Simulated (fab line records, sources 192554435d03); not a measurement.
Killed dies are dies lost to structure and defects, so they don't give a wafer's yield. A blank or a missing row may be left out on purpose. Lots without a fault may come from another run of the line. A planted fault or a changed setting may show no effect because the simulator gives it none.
fab line records | flow n5_finfet
record lots=7 wafers=39
route steps=1938 shown ZERO_LAYER@4 FIN_SAQP@102 STI_FIN_REVEAL@190 HKMG_FIN@389 MOL_CONTACT_COAG@581 BEOL_M2@841
start_h: hours from the record's first day to the start of the lot's first wafer shown | wait_h: hours since the lot's step before | " the same as in the row above | L1.1+2: a row that stands for several wafers | - no value, or no start given | * or withheld: withheld | < > ~ a bound
route shown NAME@n: a module of which the file shows steps, and the number in the route of the first | usual: mean/standard deviation of fault-free wafers | same: alike in all rows | chamber/n: place in a boat | sites: the reading at each site | _std_site: their standard deviation | _edge_site: outer sites' mean less inner sites' | radius_mm: how far each site lies from the wafer's centre | mask NAME#n: copy n | behind: the tool/chamber that last shaped the wafer | hold: why the lot was held/for how many hours/how that ended | device: the transistor (n, p or np) that didn't switch | end of line: the same wafers' tests at the end of the route | a step without rows: its recipe alone | killed: dies lost to structure and defects at the first sort, not the wafer's yield | map: a wafer's dies, x killed, . not, _ none there
set.NAME: the setting as run; set.NAME@STEP: as run at that earlier step | model.NAME: the simulator's own value behind a step, which no gauge read
lots whose settings were changed on purpose; a table a step, a row a wafer
## steps
# step N5_ZERO_LAYER_PECVD_02
# recipe material=SiO2 target_thk_a=100 temp_c=400 precursor=SiH4/N2O pressure_torr=0.75 rf_w=275 time_s=6
# columns lot.wafer tool chamber start_h wait_h set.time_s model.SiO2_of_ZERO_LAYER_PECVD_02.thk_nm
L079.1 pecvd-01 2 42.30 0.0 6 9.874
L079.2+6 " 0,2 " " 6 10.08
L079.3 " 1 " " 6 9.961
L079.4 " 1 " " 6 9.79
L079.5 " 0 " " 6 10.19
L081.1 pecvd-03 1 54.28 0.0 6 9.93
L081.2 " 0 " " 6 9.823
L081.3 " 2 " " 4.763 7.836
L081.4 " 0 " " 4.763 8.065
L081.5 " 2 " " 6 10.14
L081.6 " 1 " " 4.763 8.101
L082.1 pecvd-01 1 60.28 0.0 6 9.849
L082.2 " 2 " " 6 10.09
L082.3 " 0 " " 6 10.1
L082.4 " 1 " " 4.903 8.226
L082.5 " 2 " " 4.903 8.302
L082.6 " 0 " " 4.903 8.361
L083.1 pecvd-03 1 66.28 0.0 6 9.689
L083.2 " 2 " " 6 9.888
L083.3 " 0 " " 6 10.14
L083.4 " 2 " " 6 9.91
L083.5 " 0 " " 6 10.26
L083.6 " 1 " " 6 10.02
L084.1 pecvd-04 0 72.28 0.0 9.385 15.44
L084.2 " 1 " " 6 9.606
L084.3 " 2 " " 9.385 15.2
L084.4 " 1 " " 6 9.914
L084.5 " 2 " " 6 9.703
L084.6 " 0 " " 9.385 15.56
L086.1 pecvd-01 2 84.29 0.0 6 10.09
L086.5 " 0 " " 6 10.17
L086.6 " 2 " " 6 10.14
L093.1 pecvd-03 2 126.29 0.0 6 10.08
L093.2 " 1 " " 6 10.01
L093.3 " 0 " " 9.226 15.3
L093.4 " 1 " " 6 10.16
L093.5 " 0 " " 9.226 15.61
L093.6 " 2 " " 9.226 15.54
# step N5_FIN_SAQP_HM_DEP_72
# recipe material=SiO2 target_thk_a=120 temp_c=400 precursor=SiH4/N2O pressure_torr=0.75 rf_w=275 time_s=7.2
# columns lot.wafer tool chamber start_h wait_h set.target_thk_a model.SiO2_of_FIN_SAQP_HM_DEP_72.thk_nm
L079.1 pecvd-02 1 52.28 0.0 120 11.99
L079.2 " 0 " " 85.72 8.454
L079.3 " 2 " " 120 11.81
L079.4 " 1 " " 85.72 8.46
L079.5 " 0 " " 85.72 8.672
L079.6 " 2 " " 120 12.08
L081.1 pecvd-01 0 64.08 0.0 120 11.64
L081.2 " 2 " " 120 11.65
L081.3 " 1 " " 120 11.9
L081.4 " 0 " " 120 11.8
L081.5 " 1 " " 120 12.08
L081.6 " 2 " " 120 12.03
L082.1 pecvd-01 2 70.51 0.0 177.5 17.64
L082.2 " 1 " " 177.5 17.66
L082.3 " 0 " " 120 11.97
L082.4 " 1 " " 177.5 17.94
L082.5 " 0 " " 120 12.19
L082.6 " 2 " " 120 12.26
L083.1 pecvd-01 2 75.80 0.0 120 11.86
L083.2 " 0 " " 59.12 5.693
L083.3 " 1 " " 120 11.7
L083.4 " 0 " " 59.12 5.798
L083.5 " 2 " " 59.12 6.029
L083.6 " 1 " " 120 11.94
L084.1 pecvd-04 0 84.27 0.0 120 11.78
L084.2 " 1 " " 71.44 7.186
L084.3 " 2 " " 71.44 6.801
L084.4 " 2 " " 120 11.86
L084.5 " 0 " " 71.44 6.957
L084.6 " 1 " " 120 12.08
L086.1 pecvd-04 0 94.18 0.0 120 11.7
L086.5 " 0 " " 120 11.65
L086.6 " 1 " " 120 11.95
L093.1 pecvd-04 2 135.35 0.0 49.07 4.615
L093.2 " 1 " " 120 11.83
L093.3 " 0 " " 49.07 4.763
L093.4 " 0 " " 120 11.85
L093.5 " 2 " " 49.07 4.834
L093.6 " 1 " " 120 12.14
# step N5_FIN_SAQP_COAT_49
# recipe resist=SOC temp_c=250 time_s=60 spin_rpm=1500 resist_thk_nm=100
# step N5_FIN_SAQP_COAT_50
# recipe resist=SiARC temp_c=220 time_s=60 spin_rpm=1500 resist_thk_nm=35
# step N5_FIN_SAQP_ETCH_52
# recipe chemistry=N2/H2 target=SOC target_depth_a=1000 overetch_a=200 mask_material=SiARC temp_c=40 time_s=150 ion_energy_ev=200 pressure_mtorr=30 source_w=840 bias_w=150 n2_flow_sccm=200 h2_flow_sccm=200 ends=end_point
# step N5_FIN_SAQP_STRIP_53
# recipe chemistry=N2/H2 temp_c=40 n2_flow_sccm=200 h2_flow_sccm=200 rf_frequency_hz=6e+07
# step N5_FIN_SAQP_HM_OPEN_73
# recipe chemistry=CHF3/O2 target=SiO2 stop_on=a-Si target_depth_a=120 over_etch_frac=1.8 mask_material=SOC time_s=16.8 pressure_mtorr=30 source_w=650 bias_w=170 Ar_flow_sccm=200 CHF3_flow_sccm=50 O2_flow_sccm=5 ion_energy_ev=200 ends=end_point
# columns lot.wafer tool chamber start_h wait_h set.target_thk_a@FIN_SAQP_HM_DEP_72 model.etch.depth_nm
L079.1 rie_diel-04 0 52.97 0.0 120 11.99
L079.2 " 3 " " 85.72 8.454
L079.3 " 1 " " 120 11.81
L079.4 " 2 " " 85.72 8.46
L079.5 " 0 " " 85.72 8.672
L079.6 " 3 " " 120 12.08
L081.1 rie_diel-01 2 64.83 0.0 120 11.64
L081.2 " 1 " " 120 11.65
L081.3 " 3 " " 120 11.9
L081.4 " 2 " " 120 11.8
L081.5 " 3 " " 120 12.08
L081.6 " 1 " " 120 12.03
L082.1 rie_diel-04 0 71.25 0.0 177.5 17.64
L082.2 " 1 " " 177.5 17.66
L082.3 " 2 " " 120 11.97
L082.4 " 3 " " 177.5 17.94
L082.5 " 1 " " 120 12.19
L082.6 " 0 " " 120 12.26
L083.1 rie_diel-04 3 76.60 0.0 120 11.86
L083.2 " 1 " " 59.12 5.693
L083.3 " 2 " " 120 11.7
L083.4 " 0 " " 59.12 5.798
L083.5 " 2 " " 59.12 6.029
L083.6 " 3 " " 120 11.94
L084.1 rie_diel-04 0 85.23 0.0 120 11.78
L084.2 " 1 " " 71.44 7.186
L084.3 " 2 " " 71.44 6.801
L084.4 " 3 " " 120 11.86
L084.5 " 1 " " 71.44 6.957
L084.6 " 0 " " 120 12.08
L086.1 rie_diel-02 3 94.96 0.0 120 11.7
L086.5 " 3 " " 120 11.65
L086.6 " 0 " " 120 11.95
L093.1 rie_diel-02 2 136.19 0.0 49.07 4.615
L093.2 " 1 " " 120 11.83
L093.3 " 3 " " 49.07 4.763
L093.4 " 1 " " 120 11.85
L093.5 " 3 " " 49.07 4.834
L093.6 " 2 " " 120 12.14
# step N5_STI_FIN_REVEAL_ETCHBACK_08
# recipe chemistry=C4F6/O2 target=SiO2 target_depth_a=305 time_s=10.167 ion_energy_ev=250 pressure_mtorr=30 source_w=345 bias_w=185 Ar_flow_sccm=300 C4F6_flow_sccm=10 O2_flow_sccm=10
# columns lot.wafer tool chamber start_h wait_h set.time_s
L079.1+2+3+4+5+6 rie_diel-01 3,2,1,2,3,1 65.89 0.4 10.167
L081.1+2+3+4+5+6 rie_diel-02 3,2,0,1,2,1 77.33 0.3 10.167
L082.1+2+6 rie_diel-02 0,2,3 82.69 0.2 10.167
L082.3+4+5 " 3,1,0 " " 15.66
L083.1+5+6 rie_diel-01 0,0,1 88.41 0.2 10.167
L083.2+3+4 " 2,3,1 " " 7.683
L084.1+2+3+4+5+6 rie_diel-02 3,0,1,2,2,1 98.68 0.3 10.167
L086.1+5+6 rie_diel-02 0,3,2 106.87 0.2 10.167
L093.1+2+5 rie_diel-02 0,1,0 147.61 0.2 13.62
L093.3+4+6 " 2,3,3 " " 10.167
# step N5_STI_FIN_REVEAL_STRIP_24
# recipe chemistry=N2/H2 time_s=90 power_w=100 temp_c=40 pressure_mtorr=100 rf_frequency_hz=6e+07 bias_power_w=3 n2_flow_sccm=300 h2_flow_sccm=300
# step N5_STI_FIN_REVEAL_PRECLEAN_25
# recipe chemistry=SPM time_s=90 temp_c=120 mix=4:1
# step N5_STI_FIN_REVEAL_SRD_23
# recipe dry=ipa_marangoni time_s=30 temp_c=23 rinse_liquid=diw
# step N5_STI_FIN_REVEAL_FIN_H_MEAS_10
# usual trench_depth_nm=52.1/0.62
# columns lot.wafer tool chamber start_h wait_h set.time_s@STI_FIN_REVEAL_ETCHBACK_08 trench_depth_nm
L079.1 ocd-02 - 68.83 0.0 10.167 52.7
L079.2 " - " " 10.167 52.7
L079.3 " - " " 10.167 52.7
L079.4 " - " " 10.167 52.8
L079.5 " - " " 10.167 52.9
L079.6 " - " " 10.167 52.0
L081.1 ocd-01 - 80.31 0.0 10.167 51.9
L081.2 " - " " 10.167 52.1
L081.3 " - " " 10.167 51.3
L081.4 " - " " 10.167 51.8
L081.5 " - " " 10.167 52.1
L081.6 " - " " 10.167 52.1
L082.1 ocd-02 - 85.64 0.0 10.167 50.7
L082.2 " - " " 10.167 52.6
L082.3 " - " " 15.66 69.2
L082.4 " - " " 15.66 67.9
L082.5 " - " " 15.66 67.0
L082.6 " - " " 10.167 52.1
L083.1 ocd-02 - 91.36 0.0 10.167 53.3
L083.2 " - " " 7.683 45.9
L083.3 " - " " 7.683 45.3
L083.4 " - " " 7.683 45.2
L083.5 " - " " 10.167 53.0
L083.6 " - " " 10.167 52.8
L084.1 ocd-01 - 101.65 0.0 10.167 52.5
L084.2 " - " " 10.167 51.5
L084.3 " - " " 10.167 52.6
L084.4 " - " " 10.167 52.7
L084.5 " - " " 10.167 52.0
L084.6 " - " " 10.167 52.6
L086.1 ocd-01 - 109.85 0.0 10.167 50.7
L086.5 " - " " 10.167 51.5
L086.6 " - " " 10.167 51.9
L093.1 ocd-02 - 150.71 0.0 13.62 61.1
L093.2 " - " " 13.62 62.7
L093.3 " - " " 10.167 53.0
L093.4 " - " " 10.167 51.5
L093.5 " - " " 13.62 60.8
L093.6 " - " " 10.167 52.0
# step N5_HKMG_FIN_ALD_75
# recipe material=Al2O3 target_thk_a=10 temp_c=150 ald_precursor_family=TMA ald_co_reactant=H2O pulse_time_s=withheld co_reactant_pulse_time_s=1
# columns lot.wafer tool chamber start_h wait_h set.target_thk_a model.Al2O3_of_HKMG_FIN_ALD_75.thk_nm
L079.1+2+3+4+5+6 ald_hk-03 2,3,0,1,0,1 105.33 0.0 10 1
L081.1+3+4 ald_hk-02 3,1,2 115.16 0.0 10 1
L081.2+5+6 " 0,3,0 " " 11.65 1.2
L082.1+5 ald_hk-03 2 120.24 0.0 7.009 0.6
L082.2 " 3 " " 7.009 0.8
L082.3+4+6 " 0,1,1 " " 10 1
L083.1+2+3+4+5+6 ald_hk-03 3,0,2,1,2,1 127.51 0.0 10 1
L084.1+5+6 ald_hk-01 1,1,2 135.79 0.0 10 1
L084.2+3+4 " 2,0,3 " " 4.088 0.4
L086.1+5+6 ald_hk-02 1,0,1 143.45 0.0 10 1
L093.1+5+6 ald_hk-01 1,0,1 185.45 0.0 10 1
L093.2+3+4 " 3,0,2 " " 7.47 0.8
# step N5_HKMG_FIN_COAT_41
# recipe resist=SOC temp_c=250 time_s=60 spin_rpm=1500 resist_thk_nm=300
# step N5_HKMG_FIN_COAT_42
# recipe resist=SiARC temp_c=220 time_s=60 spin_rpm=1500 resist_thk_nm=35
# step N5_HKMG_FIN_WET_ETCH_76
# recipe chemistry=dNH4OH mix=1:50 temp_c=25 target=Al2O3 stop_on=La2O3 target_depth_nm=2.25 dry=ipa_marangoni rinse_time_s=30 rinse_temp_c=23
# step N5_HKMG_FIN_STRIP_60
# recipe chemistry=N2/H2 power_w=2500 temp_c=300 h2_frac=0.65 time_s=360 pressure_mtorr=withheld n2_flow_sccm=1750 h2_flow_sccm=3250
# step N5_HKMG_FIN_WET_ETCH_77
# recipe chemistry=dHCl mix=1:10000 temp_c=25 target=La2O3 stop_on=HfO2 target_depth_nm=2
# columns lot.wafer tool chamber start_h wait_h set.target_thk_a@HKMG_FIN_ALD_75 model.Al2O3_of_HKMG_FIN_ALD_75.thk_nm
L079.1+2+3+4+5+6 wet_bench-04 0,6,1,5,4,7 107.27 0.3 10 1
L081.1+3+4 wet_bench-01 3,2,7 117.29 0.3 10 1
L081.2+5+6 " 6,4,5 " " 11.65 1.2
L082.1+2+5 wet_bench-04 1,6,0 122.72 0.3 7.009 0.6
L082.3+4+6 " 7,5,2 " " 10 1
L083.1+2+3+4+5+6 wet_bench-04 0,2,3,7,6,1 129.40 0.3 10 1
L084.1+5+6 wet_bench-01 0,4,1 137.96 0.3 10 1
L084.2+3+4 " 3,2,5 " " 4.088 0.4
L086.1+5+6 wet_bench-04 6,3,5 145.96 0.3 10 1
L093.1+5+6 wet_bench-03 4,3,6 187.27 0.3 10 1
L093.2 " 5 " " 7.47 0.8
L093.3+4 " 2,1 " " 7.47 0.6
# step N5_MOL_CONTACT_COAG_ETCH_91
# recipe chemistry=N2/H2 target=SOC target_depth_a=600 overetch_a=210 mask_material=SiARC temp_c=40 time_s=101.2 ion_energy_ev=200 pressure_mtorr=30 source_w=840 bias_w=150 n2_flow_sccm=200 h2_flow_sccm=200
# columns lot.wafer tool chamber start_h wait_h set.target_depth_a model.SiARC_of_MOL_CONTACT_COAG_COAT_76.thk_nm
L079.1+2+3+4+5+6 rie_diel-01 1,3,2,0,2,3 136.01 0.0 600 5.8
L081.1+5+6 rie_diel-04 3,0,1 144.31 0.0 412.9 6.8
L081.2+3+4 " 0,2,1 " " 600 5.8
L082.1+3+5 rie_diel-02 2,1,1 148.48 0.0 772.5 5
L082.2+4+6 " 0,3,2 " " 600 5.8
L083.1+2 rie_diel-04 1,2 153.23 0.0 600 5.8
L083.3 " 3 " " 690.5 5.2
L083.4 " 0 " " 600 5.6
L083.5+6 " 2,3 " " 690.5 5.4
L084.1+2+3 rie_diel-04 3,0,1 163.77 0.0 600 5.8
L084.4+6 " 2,0 " " 695.9 5.2
L084.5 " 1 " " 695.9 5.4
L086.1 rie_diel-02 1 173.83 0.0 600 5.8
L086.5+6 " 2,1 " " 600 6
L093.1+2+3 rie_diel-01 3,1,0 213.55 0.0 600 5.8
L093.4+5+6 " 2,0,1 " " 724.7 5.2
# step N5_BEOL_M2_ILD_DEP_00
# recipe material=SiOC target_thk_a=790 temp_c=350 precursor=DEMS/O2 pressure_torr=5 rf_w=500 time_s=15.3
# columns lot.wafer tool chamber start_h wait_h set.target_thk_a model.SiOC_of_BEOL_M2_ILD_DEP_00.thk_nm
L079.1 pecvd-01 2 179.35 0.0 790 79.6
L079.2 " 0 " " 790 78.8
L079.3 " 1 " " 790 80
L079.4+6 " 0,1 " " 790 81
L079.5 " 2 " " 790 81.4
L081.1 pecvd-02 1 180.49 0.0 790 79.8
L081.2 " 2 " " 790 79.4
L081.3 " 0 " " 790 80.2
L081.4 " 0 " " 333.6 35.6
L081.5 " 1 " " 333.6 36.2
L081.6 " 2 " " 333.6 34.4
L082.1 pecvd-04 0 183.20 0.0 1193 116.8
L082.2 " 1 " " 790 77.2
L082.3 " 1 " " 1193 118.8
L082.4 " 0 " " 790 78.4
L082.5 " 1 " " 790 78.2
L082.6 " 0 " " 1193 119.4
L083.1 pecvd-02 1 186.37 0.0 790 79
L083.2 " 0 " " 1118 111.8
L083.3 " 2 " " 1118 111.4
L083.4 " 2 " " 790 80.8
L083.5 " 0 " " 790 80.6
L083.6 " 1 " " 1118 112.8
L084.1 pecvd-01 0 196.23 0.0 790 79
L084.2 " 2 " " 1247 124.6
L084.3 " 1 " " 790 78.2
L084.4 " 2 " " 790 81.2
L084.5 " 1 " " 1247 126.2
L084.6 " 0 " " 1247 126
L086.1 pecvd-02 1 214.48 0.0 790 79.6
L086.5 " 2 " " 790 81.4
L086.6 " 1 " " 790 80
L093.1 pecvd-02 0 241.58 0.0 790 79.4
L093.2 " 1 " " 431.4 44.4
L093.3 " 2 " " 431.4 45
L093.4 " 2 " " 790 80.6
L093.5 " 0 " " 431.4 45.4
L093.6 " 1 " " 790 80.4
# step N5_BEOL_M2_THK_MEAS_01
# recipe reads=SiOC_of_BEOL_M2_ILD_DEP_00
# usual M2_ILD_THK=79.7/1.2
# columns lot.wafer tool chamber start_h wait_h set.target_thk_a@BEOL_M2_ILD_DEP_00 M2_ILD_THK[nm]
L079.1 film_metro-01 - 179.41 0.0 790 79.5
L079.2 " - " " 790 78.8
L079.3 " - " " 790 80.0
L079.4 " - " " 790 80.8
L079.5 " - " " 790 81.4
L079.6 " - " " 790 81.0
L081.1 film_metro-02 - 180.55 0.0 790 79.8
L081.2 " - " " 790 79.5
L081.3 " - " " 790 80.3
L081.4 " - " " 333.6 35.7
L081.5 " - " " 333.6 36.2
L081.6 " - " " 333.6 34.5
L082.1 film_metro-02 - 183.29 0.1 1193 116.8
L082.2 " - " " 790 77.2
L082.3 " - " " 1193 118.8
L082.4 " - " " 790 78.5
L082.5 " - " " 790 78.2
L082.6 " - " " 1193 119.4
L083.1 film_metro-02 - 186.44 0.0 790 79.0
L083.2 " - " " 1118 111.7
L083.3 " - " " 1118 111.3
L083.4 " - " " 790 80.8
L083.5 " - " " 790 80.6
L083.6 " - " " 1118 112.9
L084.1 film_metro-01 - 196.30 0.0 790 79.1
L084.2 " - " " 1247 124.6
L084.3 " - " " 790 78.2
L084.4 " - " " 790 81.1
L084.5 " - " " 1247 126.0
L084.6 " - " " 1247 125.9
L086.1 film_metro-01 - 214.54 0.0 790 79.6
L086.5 " - " " 790 81.5
L086.6 " - " " 790 79.9
L093.1 film_metro-02 - 241.65 0.0 790 79.4
L093.2 " - " " 431.4 44.4
L093.3 " - " " 431.4 44.9
L093.4 " - " " 790 80.7
L093.5 " - " " 431.4 45.4
L093.6 " - " " 790 80.5
## key
split step=N5_ZERO_LAYER_PECVD_02 setting=time_s stated=6 by=wafer
response step=N5_ZERO_LAYER_PECVD_02 reading=model.SiO2_of_ZERO_LAYER_PECVD_02.thk_nm change=+0.0997 per=1% r=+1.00
split step=N5_FIN_SAQP_HM_DEP_72 setting=target_thk_a stated=120 by=wafer
response step=N5_FIN_SAQP_HM_DEP_72 reading=model.SiO2_of_FIN_SAQP_HM_DEP_72.thk_nm change=+0.12 per=1% r=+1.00
response step=N5_FIN_SAQP_HM_OPEN_73 reading=model.etch.depth_nm change=+0.12 per=1% r=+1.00
split step=N5_STI_FIN_REVEAL_ETCHBACK_08 setting=time_s stated=10.167 by=wafer
response step=N5_STI_FIN_REVEAL_FIN_H_MEAS_10 reading=trench_depth_nm change=+0.295 per=1% r=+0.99
split step=N5_HKMG_FIN_ALD_75 setting=target_thk_a stated=10 by=wafer
response step=N5_HKMG_FIN_ALD_75 reading=model.Al2O3_of_HKMG_FIN_ALD_75.thk_nm change=+0.0101 per=1% r=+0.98
response step=N5_HKMG_FIN_WET_ETCH_77 reading=model.Al2O3_of_HKMG_FIN_ALD_75.thk_nm change=+0.0112 per=1% r=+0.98
split step=N5_MOL_CONTACT_COAG_ETCH_91 setting=target_depth_a stated=600 by=wafer
response step=N5_MOL_CONTACT_COAG_ETCH_91 reading=model.SiARC_of_MOL_CONTACT_COAG_COAT_76.thk_nm change=-0.0299 per=1% r=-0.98
split step=N5_BEOL_M2_ILD_DEP_00 setting=target_thk_a stated=790 by=wafer
response step=N5_BEOL_M2_ILD_DEP_00 reading=model.SiOC_of_BEOL_M2_ILD_DEP_00.thk_nm change=+0.782 per=1% r=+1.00
response step=N5_BEOL_M2_THK_MEAS_01 reading=M2_ILD_THK change=+0.781 per=1% r=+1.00
